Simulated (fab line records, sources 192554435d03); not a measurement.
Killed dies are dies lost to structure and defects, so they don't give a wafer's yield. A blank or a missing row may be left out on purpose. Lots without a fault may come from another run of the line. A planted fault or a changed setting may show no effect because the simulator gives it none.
fab line records | flow n5_finfet
record lots=6 wafers=18 last_day=20
route steps=1938 shown BEOL_M5@1177 PASSIVATION@1936
lots that met no fault: from a run of the same line without faults
start_h: hours from the record's first day to the start of the lot's first wafer shown | wait_h: hours since the lot's step before | " the same as in the row above | L1.1+2: a row that stands for several wafers | - no value, or no start given | * or withheld: withheld | < > ~ a bound
route shown NAME@n: a module of which the file shows steps, and the number in the route of the first | usual: mean/standard deviation of fault-free wafers | same: alike in all rows | chamber/n: place in a boat | sites: the reading at each site | _std_site: their standard deviation | _edge_site: outer sites' mean less inner sites' | radius_mm: how far each site lies from the wafer's centre | mask NAME#n: copy n | behind: the tool/chamber that last shaped the wafer | hold: why the lot was held/for how many hours/how that ended | device: the transistor (n, p or np) that didn't switch | end of line: the same wafers' tests at the end of the route | a step without rows: its recipe alone | killed: dies lost to structure and defects at the first sort, not the wafer's yield | map: a wafer's dies, x killed, . not, _ none there
set.NAME: the setting as run; set.NAME@STEP: as run at that earlier step | model.NAME: the simulator's own value behind a step, which no gauge read
lots at some steps of the route; a table a step, a row a wafer
services: from which hour (start_h, from the record's first day; less than 0 if before it) a tool's chamber was out of use, for how many hours, and why
## steps
# step N5_BEOL_M5_SPUTTER_81
# recipe material=Cu target_thk_a=150 temp_c=-20 chamber_pressure_pa=0.07 power_w=withheld time_s=27.62
# usual throttle_valve_pct=29.9/1.2
# same time_s=27.62
# columns lot.wafer tool chamber start_h wait_h throttle_valve_pct
L710.1 pvd_sputter-01 - 242.40 0.5 30.0
L710.3 " - " " 30.4
L710.4 " - " " 28.0
L721.3 pvd_sputter-01 - 340.66 0.5 29.8
L721.4 " - " " 28.2
L721.5 " - " " 30.1
L720.2 pvd_sputter-02 - 343.58 0.5 30.2
L720.4 " - " " 28.6
L720.5 " - " " 31.3
L726.3 pvd_sputter-03 - 358.36 0.5 32.2
L726.4 " - " " 28.8
L726.6 " - " " 29.5
L724.1 pvd_sputter-01 - 358.93 0.5 30.1
L724.2 " - " " 28.2
L724.3 " - " " 29.1
L725.1 pvd_sputter-03 - 368.95 0.5 29.3
L725.4 " - " " 32.2
L725.5 " - " " 28.7
# step N5_BEOL_M5_ANNEAL_82
# recipe temp_c=400 time_s=1800 ambient=vacuum
# usual heater_power_w=878/96
# same time_s=1800
# columns lot.wafer tool chamber start_h wait_h heater_power_w
L710.1 pvd_sputter-01 - 242.48 0.0 978
L710.3 " - " " 857
L710.4 " - " " 801
L721.3 pvd_sputter-01 - 340.74 0.0 990
L721.4 " - " " 804
L721.5 " - " " 974
L720.2 pvd_sputter-02 - 343.66 0.0 1008
L720.4 " - " " 990
L720.5 " - " " 908
L726.3 pvd_sputter-03 - 358.44 0.0 814
L726.4 " - " " 801
L726.6 " - " " 770
L724.1 pvd_sputter-01 - 359.01 0.0 996
L724.2 " - " " 799
L724.3 " - " " 756
L725.1 pvd_sputter-03 - 369.03 0.0 762
L725.4 " - " " 800
L725.5 " - " " 805
# step N5_BEOL_M5_SPUTTER_83
# recipe material=Cu target_thk_a=150 temp_c=-20 chamber_pressure_pa=0.07 power_w=withheld time_s=27.62
# step N5_BEOL_M5_ANNEAL_84
# recipe temp_c=400 time_s=1800 ambient=vacuum
# step N5_BEOL_M5_SPUTTER_88
# recipe material=Cu target_thk_a=150 temp_c=-20 chamber_pressure_pa=0.07 power_w=withheld time_s=27.62
# usual throttle_valve_pct=29.9/1.2
# same time_s=27.62
# columns lot.wafer tool chamber start_h wait_h throttle_valve_pct
L710.1 pvd_sputter-01 - 244.58 0.5 30.3
L710.3 " - " " 30.3
L710.4 " - " " 28.1
L721.3 pvd_sputter-01 - 342.83 0.5 30.1
L721.4 " - " " 28.2
L721.5 " - " " 30.3
L720.2 pvd_sputter-02 - 345.76 0.5 30.1
L720.4 " - " " 28.7
L720.5 " - " " 31.4
L726.3 pvd_sputter-03 - 360.54 0.5 32.0
L726.4 " - " " 29.0
L726.6 " - " " 28.9
L724.1 pvd_sputter-01 - 361.10 0.5 29.9
L724.2 " - " " 28.1
L724.3 " - " " 28.9
L725.1 pvd_sputter-03 - 371.12 0.5 29.1
L725.4 " - " " 32.1
L725.5 " - " " 28.8
# step N5_BEOL_M5_ANNEAL_89
# recipe temp_c=400 time_s=1800 ambient=vacuum
# step N5_BEOL_M5_SPUTTER_90
# recipe material=Cu target_thk_a=45 temp_c=-20 chamber_pressure_pa=0.07 power_w=withheld time_s=8.29
# step N5_BEOL_M5_ECD_50
# recipe material=Cu target_thk_a=3000
# step N5_BEOL_M5_ANNEAL_51
# recipe temp_c=225 time_s=90 ambient=N2
# usual wafer_temp_C_max=226.1/0.34
# same time_s=90
# columns lot.wafer tool chamber start_h wait_h wafer_temp_C_max
L710.1 rtp_anneal-01 0 245.87 0.1 225.6
L710.3 " 0 " " 225.4
L710.4 " 0 " " 225.8
L721.3 rtp_anneal-02 0 344.21 0.1 226.3
L721.4 " 0 " " 226.2
L721.5 " 0 " " 226.3
L720.2 rtp_anneal-02 0 347.09 0.1 226.6
L720.4 " 0 " " 226.2
L720.5 " 0 " " 225.9
L726.3 rtp_anneal-01 0 361.92 0.1 226.1
L726.4 " 0 " " 225.8
L726.6 " 0 " " 225.9
L724.1 rtp_anneal-02 0 362.39 0.1 226.2
L724.2 " 0 " " 226.1
L724.3 " 0 " " 226.0
L725.1 rtp_anneal-02 0 372.41 0.1 226.3
L725.4 " 0 " " 225.9
L725.5 " 0 " " 226.0
# step N5_BEOL_M5_CMP_52
# recipe stop_on=SiCOH_lowk t_overpolish_s=6.9 down_force_psi=1 platen_rpm=50 clearing_platen_down_force_psi=1.5 clearing_platen_rpm=50 post_cmp_clean=cu_alkaline target_thk_nm=62 clearing_platen_pad_velocity_m_s=0.99484 pad_velocity_m_s=0.99484
# step N5_BEOL_M5_THK_MEAS_53
# recipe thk_meas_gauge=xrf reads=Cu_of_BEOL_M5_ECD_50
# usual M5_THK=60.9/1.3
# columns lot.wafer tool chamber start_h wait_h M5_THK[nm]
L710.1 film_metro-01 - 246.64 - 62.3
L710.3 " - " " 60.8
L710.4 " - " " 62.5
L721.3 film_metro-02 - 344.71 - 60.8
L721.4 " - " " 57.7
L721.5 " - " " 60.1
L720.2 film_metro-02 - 347.64 - 60.5
L720.4 " - " " 61.4
L720.5 " - " " 58.1
L726.3 film_metro-02 - 362.42 - 61.3
L726.4 " - " " 62.8
L726.6 " - " " 62.2
L724.1 film_metro-02 - 363.00 - 60.5
L724.2 " - " " 59.4
L724.3 " - " " 61.2
L725.1 film_metro-01 - 373.01 - 63.2
L725.4 " - " " 62.4
L725.5 " - " " 63.6
# step N5_BEOL_M5_PRE_CLEAN_77
# recipe gas=NH3/H2 time_s=15 temp_c=* rf_power_w=300
# usual heater_power_w=79/33
# same time_s=15
# columns lot.wafer tool chamber start_h wait_h heater_power_w since_wet_clean_h
L710.1 cvd_co-02 2 246.68 0.0 62 329
L710.3 " 0 " " 72 788
L710.4 " 1 " " 106 -
L721.3 cvd_co-01 1 344.75 0.0 42 208
L721.4 " 0 " " 145 -
L721.5 " 1 " " 40 -
L720.2 cvd_co-02 2 347.68 0.0 63 430
L720.4 " 0 " " 73 -
L720.5 " 0 " " 73 -
L726.3 cvd_co-02 2 362.46 0.0 64 444
L726.4 " 1 " " 101 -
L726.6 " 0 " " 73 -
L724.1 cvd_co-02 1 363.04 0.0 105 8
L724.2 " 0 " " 73 904
L724.3 " 2 " " 64 445
L725.1 cvd_co-01 2 373.04 0.0 53 674
L725.4 " 2 " " 52 -
L725.5 " 0 " " 145 -
# step N5_BEOL_M5_CO_CAP_78
# recipe material=Co target_thk_a=20 temp_c=200 precursor=CCTBA/H2 pressure_torr=30 time_s=102.1
# usual chamber_pressure_Torr=30.00/0.066 heater_power_outer_w=125/20 heater_power_w=228/41 time_s=102.1/0
# columns lot.wafer tool chamber start_h wait_h chamber_pressure_Torr heater_power_outer_w heater_power_w since_wet_clean_h time_s
L710.1 cvd_co-02 2 246.72 0.0 30.07 107 204 329 102.1
L710.3 " 0 " " 30.00 122 220 788 102.1
L710.4 " 1 " " 29.90 137 260 - 102.1
L721.3 cvd_co-01 1 344.79 0.0 - - - - -
L721.4 " 0 " " - - - - -
L721.5 " 1 " " - - - - -
L720.2 cvd_co-02 2 347.74 0.0 - - - - -
L720.4 " 0 " " - - - - -
L720.5 " 0 " " - - - - -
L726.3 cvd_co-02 2 362.50 0.0 30.01 108 212 445 102.1
L726.4 " 1 " " 29.83 133 260 - 102.1
L726.6 " 0 " " 29.98 124 219 - 102.1
L724.1 cvd_co-02 1 363.08 0.0 30.11 134 262 8 102.1
L724.2 " 0 " " 29.98 124 219 904 102.1
L724.3 " 2 " " 30.06 109 211 445 102.1
L725.1 cvd_co-01 2 373.08 0.0 30.09 115 199 674 102.1
L725.4 " 2 " " 29.99 113 194 - 102.1
L725.5 " 0 " " 30.03 167 298 - 102.1
# step N5_BEOL_M5_PRE_CLEAN_55
# recipe gas=NH3 time_s=15 temp_c=withheld rf_power_w=300
# step N5_PASSIVATION_PROBE_49
# usual defect_limited_yield=91.6/1.6 killed_at_M0_to_M3=32/9.7 killed_at_M4_up=13/4.4 killed_at_contacts=12/6.5 killed_at_front_end=38/12 killed_at_other=3.7/3 killed_dies=99/18 killed_open=66/14 killed_short=32/7.5 sort_bin_5_function=4.9/1 sort_bin_6_memory=3.2/0.73 sort_n_pass=1081/18 sort_yield_pct=91.6/1.6
# same gross_dies=1180 killed_at_back_side=0 sort_bin_4_leakage[%]=0 sort_bin_8_speed[%]=0
# columns lot.wafer tool chamber start_h wait_h defect_limited_yield[%] killed_at_M0_to_M3 killed_at_M4_up killed_at_contacts killed_at_front_end killed_at_other killed_dies killed_open killed_short sort_bin_5_function[%] sort_bin_6_memory[%] sort_n_pass sort_yield_pct[%]
L721.3 prober-01 - 434.41 0.1 90.7 31 15 18 43 3 110 74 36 5.2 3.8 1070 90.7
L721.4 prober-01 - 434.46 0.2 89.9 33 12 17 49 8 119 81 38 6.0 4.0 1061 89.9
L721.5 prober-01 - 434.51 0.2 87.9 37 16 13 71 6 143 94 48 6.9 5.0 1037 87.9
L720.2 prober-01 - 448.20 0.1 90.6 44 18 13 36 0 111 75 36 6.0 3.3 1069 90.6
L720.4 prober-01 - 448.30 0.2 90.4 31 17 13 51 1 113 81 31 5.5 3.7 1067 90.4
L720.5 prober-01 - 448.35 0.2 89.9 59 13 10 36 1 119 73 45 5.8 3.8 1061 89.9
L726.3 prober-02 - 454.19 0.1 89.9 27 14 8 65 5 119 89 30 6.3 3.5 1061 89.9
L726.4 prober-02 - 454.24 0.2 89.2 21 18 13 72 3 127 94 33 6.0 4.4 1053 89.2
L726.6 prober-02 - 454.34 0.3 88.5 56 11 8 56 5 136 84 51 6.9 4.5 1044 88.5
L725.1 prober-01 - 471.96 0.0 91.9 39 11 5 37 4 96 61 34 4.3 3.4 1084 91.9
L725.4 prober-01 - 472.11 0.2 92.5 20 11 2 39 16 88 51 31 5.2 2.2 1092 92.5
L725.5 prober-01 - 472.16 0.2 92.2 37 13 5 31 6 92 55 35 5.1 2.5 1088 92.2
# killed by level:class
L721.3 STI_FIN_REVEAL:geometric_particle:open=12 MOL_CONTACT_COAG:geometric_particle:open=12 BEOL_M0_SAQP:geometric_particle:short=9 BEOL_M4:geometric_particle:open=8 FIN_SAQP:geometric_particle:short=6 MOL_CONTACT_COAG:geometric_particle:short=6 BEOL_M2:geometric_particle:open=6 FIN_SAQP:geometric_particle:open=5
L721.4 STI_FIN_REVEAL:geometric_particle:open=16 MOL_CONTACT_COAG:geometric_particle:open=12 BEOL_M1:geometric_particle:open=12 FIN_SAQP:geometric_particle:open=11 BEOL_M0_SAQP:geometric_particle:short=6 DUMMY_GATE:geometric_particle:open=5 MOL_CONTACT_COAG:geometric_particle:short=5 BEOL_M1:geometric_particle:short=5
L721.5 STI_FIN_REVEAL:geometric_particle:open=19 FIN_SAQP:geometric_particle:open=17 FIN_SAQP:geometric_particle:short=12 MOL_CONTACT_COAG:geometric_particle:open=11 BEOL_M0_SAQP:geometric_particle:short=10 BEOL_M1:geometric_particle:open=10 BEOL_M4:geometric_particle:open=7 STI_FIN_REVEAL:geometric_particle:short=6
L720.2 BEOL_M1:geometric_particle:open=14 BEOL_M0_SAQP:geometric_particle:short=11 MOL_CONTACT_COAG:geometric_particle:open=10 FIN_SAQP:geometric_particle:short=8 DUMMY_GATE:geometric_particle:open=8 FIN_SAQP:geometric_particle:open=4 STI_FIN_REVEAL:geometric_particle:open=4 GATE_CUT:geometric_particle:open=4
L720.4 MOL_CONTACT_COAG:geometric_particle:open=13 DUMMY_GATE:geometric_particle:open=12 STI_FIN_REVEAL:geometric_particle:open=11 BEOL_M0_SAQP:geometric_particle:short=7 BEOL_M0_SAQP:geometric_particle:open=7 BEOL_M1:geometric_particle:open=6 FIN_SAQP:geometric_particle:open=5 FIN_CUT:geometric_particle:short=5
L720.5 BEOL_M0_SAQP:geometric_particle:short=18 BEOL_M0_SAQP:geometric_particle:open=13 MOL_CONTACT_COAG:geometric_particle:open=9 BEOL_M1:geometric_particle:open=9 BEOL_M2:geometric_particle:open=7 BEOL_M3:geometric_particle:open=7 FIN_SAQP:geometric_particle:short=6 FIN_SAQP:geometric_particle:open=6
L726.3 STI_FIN_REVEAL:geometric_particle:open=25 FIN_SAQP:geometric_particle:open=11 MOL_CONTACT_COAG:geometric_particle:open=8 BEOL_M0_SAQP:geometric_particle:short=8 BEOL_M3:geometric_particle:open=6 DUMMY_GATE:geometric_particle:open=6 BEOL_M4:geometric_particle:open=6 FIN_SAQP:geometric_particle:short=5
L726.4 STI_FIN_REVEAL:geometric_particle:open=32 MOL_CONTACT_COAG:geometric_particle:open=13 BEOL_M4:geometric_particle:open=11 STI_FIN_REVEAL:geometric_particle:short=8 DUMMY_GATE:geometric_particle:open=7 FIN_SAQP:geometric_particle:open=5 GATE_CUT:geometric_particle:short=5 BEOL_M0_SAQP:geometric_particle:open=5
L726.6 BEOL_M0_SAQP:geometric_particle:short=18 BEOL_M0_SAQP:geometric_particle:open=15 STI_FIN_REVEAL:geometric_particle:open=9 BEOL_M2:geometric_particle:open=8 BEOL_M3:geometric_particle:open=8 FIN_SAQP:geometric_particle:open=7 FIN_SAQP:geometric_particle:short=7 DUMMY_GATE:geometric_particle:open=6
L725.1 BEOL_M3:geometric_particle:open=11 FIN_SAQP:geometric_particle:short=10 STI_FIN_REVEAL:geometric_particle:open=7 BEOL_M0_SAQP:geometric_particle:short=6 BEOL_M2:geometric_particle:open=6 FIN_SAQP:geometric_particle:open=4 BEOL_M1:geometric_particle:open=4 BEOL_M1:geometric_particle:short=4
L725.4 FIN_SAQP:geometric_particle:open=8 BEOL_M3:geometric_particle:open=7 STI_FIN_REVEAL:geometric_particle:open=5 DUMMY_GATE:geometric_particle:open=5 PASS1_CAP:geometric_particle:open=5 FIN_SAQP:geometric_particle:short=4 BEOL_M1:geometric_particle:open=4 BEOL_M4:geometric_particle:open=4
L725.5 BEOL_M2:geometric_particle:open=12 FIN_SAQP:geometric_particle:open=7 BEOL_M3:geometric_particle:open=7 STI_FIN_REVEAL:geometric_particle:open=7 BEOL_M4:geometric_particle:open=6 BEOL_M1:geometric_particle:short=5 FIN_SAQP:geometric_particle:short=4 GATE_CUT:geometric_particle:short=4
## services
# columns tool chamber start_h hours kind
rtp_anneal-02 - 226.87 3.0 pm
cvd_co-01 - 232.07 6.9 pm
pvd_sputter-02 - 265.13 12.8 repair
cvd_co-02 1 333.33 - clean
cvd_co-02 1 333.33 22.0 scheduled_down
cvd_co-02 1 333.33 22.0 vent_cycle
cvd_co-01 - 334.60 2.8 pm
pvd_sputter-03 - 361.72 2.7 repair
## key
first_sign step=N5_BEOL_M5_CO_CAP_78 reading=tool_record direction=missing
effect none on later readings
met_at N5_BEOL_M5_CO_CAP_78
struck_wafers L720.2,L720.4,L720.5,L721.3,L721.4,L721.5
onset_between 246.72 344.79
fault kind=skipped_step_whole tool=cvd_co-01,cvd_co-02 chamber=- onset_h=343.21 steps=N5_BEOL_M5_CO_CAP_78 scope=struck_lots_only
